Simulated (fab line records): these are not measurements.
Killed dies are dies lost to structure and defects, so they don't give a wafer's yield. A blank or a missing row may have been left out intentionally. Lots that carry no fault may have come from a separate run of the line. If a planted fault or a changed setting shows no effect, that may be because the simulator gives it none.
Matching of chambers | flow n5Finfet | rieDiel-02 running N5_BEOL_M9_ETCH_76: 4 sister chambers
The step etches underlayer in N2/H2, target depth 6.5 nm, time 5.2 s. 4 wafers are shown with their chamber, then 7 later ones without.

== WAFERS, EACH WITH ITS CHAMBER ==
wafer  | chamber | drypumpMotorCurrentA (A)
L076.1 | 0       | 6.0
L088.2 | 2       | 5.6
L089.1 | 3       | 4.7
L089.4 | 1       | 5.9

== WAFERS WITH NO CHAMBER GIVEN ==
wafer  | drypumpMotorCurrentA (A)
L089.6 | 5.6
L094.1 | 4.8
L094.5 | 4.8
L094.6 | 6.0
L097.2 | 5.6
L097.4 | 5.9
L097.6 | 5.6

== WHICH CHAMBER EACH WENT THROUGH ==
wafer  | from the rows above     | in truth
L089.6 | 2                       | 2
L094.1 | 3                       | 3
L094.5 | 3                       | 3
L094.6 | can't be placed: 0 or 1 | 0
L097.2 | 2                       | 2
L097.4 | can't be placed: 1 or 0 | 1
L097.6 | 2                       | 2
Placed correctly: 5 of 7. Can't be placed from these rows: 2 (the true chamber is among the candidates in 2). Placed wrongly: 0.
How it was worked out, from the rows above alone: a wafer's distance from a chamber is the root of the sum, over the readings, of the square of ((its reading less the chamber's mean) divided by the reading's scatter). The wafer belongs to the nearest chamber; if the next one is less than 2 further off, it can't be placed. Each chamber's mean is taken over the wafers shown for it. The scatter: root of mean squared gap, hidden wafer to nearest shown wafer, with one shown wafer a chamber.
